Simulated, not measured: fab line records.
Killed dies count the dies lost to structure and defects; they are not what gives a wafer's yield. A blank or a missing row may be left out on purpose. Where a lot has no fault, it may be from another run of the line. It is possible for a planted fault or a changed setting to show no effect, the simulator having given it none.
What tool caused it? :: flow nand_harc :: 36 wafers from 12 lots sampled at 6 of the route's 1159 steps

## WHAT THE GAUGES SHOWED, per wafer
NHARC_P_GATE_CD_MEAS_46: the cd target is 720 nm.
lot: L170
measured: day 4 19:41
on: cd_sem-03
cd_nm (nm): 719.2 718.4 721.2

lot: L171
measured: day 5 10:44
on: cd_sem-02
cd_nm (nm): 721.6 723.7 722.6

lot: L172
measured: day 5 16:22
on: cd_sem-01
cd_nm (nm): 719.2 718.6 719.5

lot: L173
measured: day 5 22:54
on: cd_sem-02
cd_nm (nm): 719.5 720.2 720.5

lot: L176
measured: day 6 04:50
on: cd_sem-02
cd_nm (nm): 720.0 719.7 720.8

lot: L174
measured: day 6 08:49
on: cd_sem-01
cd_nm (nm): 720.7 720.9 717.2

lot: L181
measured: day 7 23:11
on: cd_sem-03
cd_nm (nm): 658.8 659.6 660.2

lot: L183
measured: day 8 15:53
on: cd_sem-02
cd_nm (nm): 658.9 659.4 658.9

lot: L185
measured: day 9 00:57
on: cd_sem-02
cd_nm (nm): 722.3 720.9 721.0

lot: L187
measured: day 9 16:13
on: cd_sem-03
cd_nm (nm): 720.8 718.6 719.2

lot: L189
measured: day 10 16:14
on: cd_sem-03
cd_nm (nm): 718.6 721.0 722.6

lot: L193
measured: day 11 00:41
on: cd_sem-03
cd_nm (nm): 721.3 720.5 720.8

NHARC_END_SORT_01.
lot: L181
measured: day 22 07:53
on: prober-01
killed_at_array: 19 25 19
killed_at_other: 1 0 1
killed_at_periphery: 3 4 8
killed_dies: 23 29 28
killed_open: 4 3 5
killed_short: 0 0 1

## EACH LOT AND THE TOOL THAT RAN IT (in order: tool; ch and the chambers of the sampled wafers; start)
lot: L170
NHARC_P_GATE_DESCUM_31: rie_diel-07 ch 0,3, day 4 07:41
NHARC_P_GATE_EXPOSE_43: krf_scanner-01 ch 0, day 4 19:32
NHARC_P_GATE_RTA_82: rtp_anneal-01 ch 0, day 5 02:10
NHARC_P_CONTACT_DESCUM_17: rie_diel-12 ch 0,3, day 5 04:05

lot: L171
NHARC_P_GATE_DESCUM_31: rie_diel-07 ch 0,2,3, day 4 22:52
NHARC_P_GATE_EXPOSE_43: krf_scanner-03 ch 0, day 5 10:34
NHARC_P_GATE_RTA_82: rtp_anneal-01 ch 0, day 5 17:07
NHARC_P_CONTACT_DESCUM_17: rie_diel-01 ch 2,3, day 5 19:14

lot: L172
NHARC_P_GATE_DESCUM_31: rie_diel-10 ch 1,2,3, day 5 04:39
NHARC_P_GATE_EXPOSE_43: krf_scanner-03 ch 0, day 5 16:13
NHARC_P_GATE_RTA_82: rtp_anneal-02 ch 0, day 5 22:55
NHARC_P_CONTACT_DESCUM_17: rie_diel-12 ch 0,1,3, day 6 00:58

lot: L173
NHARC_P_GATE_DESCUM_31: rie_diel-03 ch 0,2,3, day 5 10:58
NHARC_P_GATE_EXPOSE_43: krf_scanner-02 ch 0, day 5 22:44
NHARC_P_GATE_RTA_82: rtp_anneal-02 ch 0, day 6 05:08
NHARC_P_CONTACT_DESCUM_17: rie_diel-01 ch 0,1,2, day 6 07:10

lot: L176
NHARC_P_GATE_DESCUM_31: rie_diel-10 ch 0,2,3, day 5 16:59
NHARC_P_GATE_EXPOSE_43: krf_scanner-01 ch 0, day 6 04:41
NHARC_P_GATE_RTA_82: rtp_anneal-01 ch 0, day 6 11:32
NHARC_P_CONTACT_DESCUM_17: rie_diel-02 ch 0,1, day 6 13:32

lot: L174
NHARC_P_GATE_DESCUM_31: rie_diel-10 ch 0,1,3, day 5 17:29
NHARC_P_GATE_EXPOSE_43: krf_scanner-03 ch 0, day 6 08:40
NHARC_P_GATE_RTA_82: rtp_anneal-01 ch 0, day 6 15:38
NHARC_P_CONTACT_DESCUM_17: rie_diel-12 ch 0,1,2, day 6 17:31

lot: L181
NHARC_P_GATE_DESCUM_31: rie_diel-10 ch 1,3, day 7 09:38
NHARC_P_GATE_EXPOSE_43: krf_scanner-01 ch 0, day 7 23:01
NHARC_P_GATE_RTA_82: rtp_anneal-01 ch 0, day 8 05:31
NHARC_P_CONTACT_DESCUM_17: rie_diel-01 ch 0,3, day 8 07:50

lot: L183
NHARC_P_GATE_DESCUM_31: rie_diel-10 ch 1,2,3, day 8 03:41
NHARC_P_GATE_EXPOSE_43: krf_scanner-01 ch 0, day 8 15:44
NHARC_P_GATE_RTA_82: rtp_anneal-02 ch 0, day 8 23:32
NHARC_P_CONTACT_DESCUM_17: rie_diel-01 ch 1,2, day 9 01:54

lot: L185
NHARC_P_GATE_DESCUM_31: rie_diel-07 ch 0,1, day 8 13:08
NHARC_P_GATE_EXPOSE_43: krf_scanner-03 ch 0, day 9 00:47
NHARC_P_GATE_RTA_82: rtp_anneal-02 ch 0, day 9 07:21
NHARC_P_CONTACT_DESCUM_17: rie_diel-01 ch 0,2, day 9 09:22

lot: L187
NHARC_P_GATE_DESCUM_31: rie_diel-07 ch 1,2,3, day 9 04:20
NHARC_P_GATE_EXPOSE_43: krf_scanner-02 ch 0, day 9 16:04
NHARC_P_GATE_RTA_82: rtp_anneal-01 ch 0, day 9 23:00
NHARC_P_CONTACT_DESCUM_17: rie_diel-01 ch 2,3, day 10 00:59

lot: L189
NHARC_P_GATE_DESCUM_31: rie_diel-10 ch 0,1,3, day 9 22:39
NHARC_P_GATE_EXPOSE_43: krf_scanner-03 ch 0, day 10 16:05
NHARC_P_GATE_RTA_82: rtp_anneal-01 ch 0, day 10 23:04
NHARC_P_CONTACT_DESCUM_17: rie_diel-01 ch 0,1,2, day 11 00:56

lot: L193
NHARC_P_GATE_DESCUM_31: rie_diel-10 ch 0,2,3, day 10 06:02
NHARC_P_GATE_EXPOSE_43: krf_scanner-02 ch 0, day 11 00:32
NHARC_P_GATE_RTA_82: rtp_anneal-01 ch 0, day 11 06:55
NHARC_P_CONTACT_DESCUM_17: rie_diel-12 ch 0,1,2, day 11 09:04
- NHARC_P_GATE_DESCUM_31: chemistry O2, time 3 s.
- NHARC_P_GATE_EXPOSE_43: exposes mask P NSD, target cd 720 nm.
- NHARC_P_GATE_RTA_82: time 30 s.
- NHARC_P_CONTACT_DESCUM_17: chemistry O2, time 3 s.

## AS READ BY THE TOOLS THEMSELVES (means over the sampled wafers that have a number; for cases with no such wafer, the mark the record gives instead)
NHARC_P_GATE_DESCUM_31.
lot: L170
tool: rie_diel-07
drypump_motor_current_A (A): 6.06
oes_product_au (a.u.): 0.996
rf_vpp_V (V): 56.7
showerhead_plenum_p_Torr (Torr): 1.85
throttle_valve_pct (%): 11.320

lot: L171
tool: rie_diel-07
drypump_motor_current_A (A): 5.96
oes_product_au (a.u.): 1.004
rf_vpp_V (V): 58.2
showerhead_plenum_p_Torr (Torr): 1.87
throttle_valve_pct (%): 11.302

lot: L172
tool: rie_diel-10
drypump_motor_current_A (A): 5.85
oes_product_au (a.u.): 1.010
rf_vpp_V (V): 58.7
showerhead_plenum_p_Torr (Torr): 1.99
throttle_valve_pct (%): 11.312

lot: L173
tool: rie_diel-03
drypump_motor_current_A (A): 5.76
oes_product_au (a.u.): 1.005
rf_vpp_V (V): 57.2
showerhead_plenum_p_Torr (Torr): 1.97
throttle_valve_pct (%): 11.311

lot: L176
tool: rie_diel-10
drypump_motor_current_A (A): 5.76
oes_product_au (a.u.): 1.004
rf_vpp_V (V): 58.0
showerhead_plenum_p_Torr (Torr): 2.02
throttle_valve_pct (%): 11.323

lot: L174
tool: rie_diel-10
drypump_motor_current_A (A): 5.61
oes_product_au (a.u.): 1.004
rf_vpp_V (V): 58.0
showerhead_plenum_p_Torr (Torr): 2.00
throttle_valve_pct (%): 11.309

lot: L181
tool: rie_diel-10
drypump_motor_current_A (A): 5.80
oes_product_au (a.u.): 0.991
rf_vpp_V (V): 59.2
showerhead_plenum_p_Torr (Torr): 2.01
throttle_valve_pct (%): 11.316

lot: L183
tool: rie_diel-10
drypump_motor_current_A (A): 5.86
oes_product_au (a.u.): 1.005
rf_vpp_V (V): 57.7
showerhead_plenum_p_Torr (Torr): 1.98
throttle_valve_pct (%): 11.306

lot: L185
tool: rie_diel-07
drypump_motor_current_A (A): 5.82
oes_product_au (a.u.): 1.001
rf_vpp_V (V): 56.5
showerhead_plenum_p_Torr (Torr): 1.80
throttle_valve_pct (%): 11.310

lot: L187
tool: rie_diel-07
drypump_motor_current_A (A): 5.75
oes_product_au (a.u.): 0.996
rf_vpp_V (V): 57.5
showerhead_plenum_p_Torr (Torr): 1.87
throttle_valve_pct (%): 11.308

lot: L189
tool: rie_diel-10
drypump_motor_current_A (A): 5.62
oes_product_au (a.u.): 0.988
rf_vpp_V (V): 58.4
showerhead_plenum_p_Torr (Torr): 1.99
throttle_valve_pct (%): 11.314

lot: L193
tool: rie_diel-10
drypump_motor_current_A (A): 5.73
oes_product_au (a.u.): 0.995
rf_vpp_V (V): 58.2
showerhead_plenum_p_Torr (Torr): 2.02
throttle_valve_pct (%): 11.307

NHARC_P_GATE_EXPOSE_43.
lot: L170
tool: krf_scanner-01
exposure_dose_mJ_cm2: 14.817

lot: L171
tool: krf_scanner-03
exposure_dose_mJ_cm2: 14.806

lot: L172
tool: krf_scanner-03
exposure_dose_mJ_cm2: 14.810

lot: L173
tool: krf_scanner-02
exposure_dose_mJ_cm2: 14.834

lot: L176
tool: krf_scanner-01
exposure_dose_mJ_cm2: 14.807

lot: L174
tool: krf_scanner-03
exposure_dose_mJ_cm2: 14.812

lot: L181
tool: krf_scanner-01
exposure_dose_mJ_cm2: 10.423

lot: L183
tool: krf_scanner-01
exposure_dose_mJ_cm2: 10.432

lot: L185
tool: krf_scanner-03
exposure_dose_mJ_cm2: 14.821

lot: L187
tool: krf_scanner-02
exposure_dose_mJ_cm2: 14.819

lot: L189
tool: krf_scanner-03
exposure_dose_mJ_cm2: 14.805

lot: L193
tool: krf_scanner-02
exposure_dose_mJ_cm2: 14.813

NHARC_P_GATE_RTA_82.
lot: L170
tool: rtp_anneal-01
lamp_power_pct (%): 4.251
wafer_temp_C_max: 452.1

lot: L171
tool: rtp_anneal-01
lamp_power_pct (%): 4.250
wafer_temp_C_max: 452.2

lot: L172
tool: rtp_anneal-02
lamp_power_pct (%): 4.276
wafer_temp_C_max: 451.7

lot: L173
tool: rtp_anneal-02
lamp_power_pct (%): 4.273
wafer_temp_C_max: 451.9

lot: L176
tool: rtp_anneal-01
lamp_power_pct (%): 4.249
wafer_temp_C_max: 451.9

lot: L174
tool: rtp_anneal-01
lamp_power_pct (%): 4.251
wafer_temp_C_max: 452.2

lot: L181
tool: rtp_anneal-01
lamp_power_pct (%): 4.252
wafer_temp_C_max: 452.1

lot: L183
tool: rtp_anneal-02
lamp_power_pct (%): 4.276
wafer_temp_C_max: 452.1

lot: L185
tool: rtp_anneal-02
lamp_power_pct (%): 4.270
wafer_temp_C_max: 452.0

lot: L187
tool: rtp_anneal-01
lamp_power_pct (%): 4.248
wafer_temp_C_max: 451.8

lot: L189
tool: rtp_anneal-01
lamp_power_pct (%): 4.250
wafer_temp_C_max: 452.4

lot: L193
tool: rtp_anneal-01
lamp_power_pct (%): 4.250
wafer_temp_C_max: 451.7

NHARC_P_CONTACT_DESCUM_17.
lot: L170
tool: rie_diel-12
drypump_motor_current_A (A): 5.4
oes_product_au (a.u.): 1.000
rf_vpp_V (V): 57.4
showerhead_plenum_p_Torr (Torr): 1.96
throttle_valve_pct (%): 11.311

lot: L171
tool: rie_diel-01
drypump_motor_current_A (A): 5.8
oes_product_au (a.u.): 1.007
rf_vpp_V (V): 57.9
showerhead_plenum_p_Torr (Torr): 1.89
throttle_valve_pct (%): 11.310

lot: L172
tool: rie_diel-12
drypump_motor_current_A (A): 5.4
oes_product_au (a.u.): 1.001
rf_vpp_V (V): 57.3
showerhead_plenum_p_Torr (Torr): 1.97
throttle_valve_pct (%): 11.312

lot: L173
tool: rie_diel-01
drypump_motor_current_A (A): 5.9
oes_product_au (a.u.): 1.000
rf_vpp_V (V): 58.3
showerhead_plenum_p_Torr (Torr): 2.00
throttle_valve_pct (%): 11.315

lot: L176
tool: rie_diel-02
drypump_motor_current_A (A): 5.6
oes_product_au (a.u.): 0.999
rf_vpp_V (V): 58.5
showerhead_plenum_p_Torr (Torr): 1.84
throttle_valve_pct (%): 11.314

lot: L174
tool: rie_diel-12
drypump_motor_current_A (A): 5.8
oes_product_au (a.u.): 1.001
rf_vpp_V (V): 58.0
showerhead_plenum_p_Torr (Torr): 1.94
throttle_valve_pct (%): 11.314

lot: L181
tool: rie_diel-01
drypump_motor_current_A (A): 5.5
oes_product_au (a.u.): 1.005
rf_vpp_V (V): 57.0
showerhead_plenum_p_Torr (Torr): 1.87
throttle_valve_pct (%): 11.307

lot: L183
tool: rie_diel-01
drypump_motor_current_A (A): 6.2
oes_product_au (a.u.): 0.994
rf_vpp_V (V): 57.5
showerhead_plenum_p_Torr (Torr): 2.05
throttle_valve_pct (%): 11.311

lot: L185
tool: rie_diel-01
drypump_motor_current_A (A): 5.9
oes_product_au (a.u.): 0.986
rf_vpp_V (V): 58.8
showerhead_plenum_p_Torr (Torr): 1.99
throttle_valve_pct (%): 11.309

lot: L187
tool: rie_diel-01
drypump_motor_current_A (A): 5.8
oes_product_au (a.u.): 0.989
rf_vpp_V (V): 58.3
showerhead_plenum_p_Torr (Torr): 1.89
throttle_valve_pct (%): 11.303

lot: L189
tool: rie_diel-01
drypump_motor_current_A (A): 5.9
oes_product_au (a.u.): 0.996
rf_vpp_V (V): 58.5
showerhead_plenum_p_Torr (Torr): 2.00
throttle_valve_pct (%): 11.312

lot: L193
tool: rie_diel-12
drypump_motor_current_A (A): 5.8
oes_product_au (a.u.): 1.001
rf_vpp_V (V): 57.1
showerhead_plenum_p_Torr (Torr): 1.94
throttle_valve_pct (%): 11.314

## THE ANSWER, worked out from the rows above alone
Rule: what is usual is taken from the lots themselves. The widest of any qualifying gaps counts: lots, ordered by their means at a reading, are off when they make up no more than a third of the lots, leave a main group of 4 or more, and stand apart from it by 3 or more times the standard deviation of that group's means. A main group is skipped when, at the precision printed for the reading in the tables above, its means are all equal. Also off: a lot with no number at a reading for which 4 or more lots have one. All remaining lots with rows at the step are treated as sound. Order of review: gauges by route order, followed by the tools' own readings, for which a lot's mean as printed above is used. The first step at which some lot is off is used, and at that step the reading that is off furthest; a lot without a number counts as furthest.
Off, at NHARC_P_GATE_CD_MEAS_46 on cd_nm: L181, L183. Mean 720.4 nm and standard deviation 1 in the main group.
A tool fits if, at a process step before that reading, it ran every lot that is off, and no sound lot after the first of them. Not tried: the gauges at NHARC_P_GATE_CD_MEAS_46; whatever is off there is also off at NHARC_P_GATE_EXPOSE_43, on other tools, and gauge error can't account for it. One fits: krf_scanner-01 at NHARC_P_GATE_EXPOSE_43. Its last sound lot is L176 (day 6 04:41), its first lot that is off L181 (day 7 23:01): a fault that began between those two fits.
The tool's own readings at NHARC_P_GATE_EXPOSE_43 bear it out: on the lots that are off they differ by more than 5 times the standard deviation of the sound lots' means. exposure_dose_mJ_cm2 reads 10.428 there against 14.814 on the sound lots.

## WHAT HAD BEEN PUT IN BY THE SIMULATOR
Drift in process parameters on krf_scanner-01 at NHARC_P_GATE_EXPOSE_43, starting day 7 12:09. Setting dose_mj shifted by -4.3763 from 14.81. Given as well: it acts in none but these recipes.
Shown lots that were struck: L181, L183. This agrees with what the rule above found.
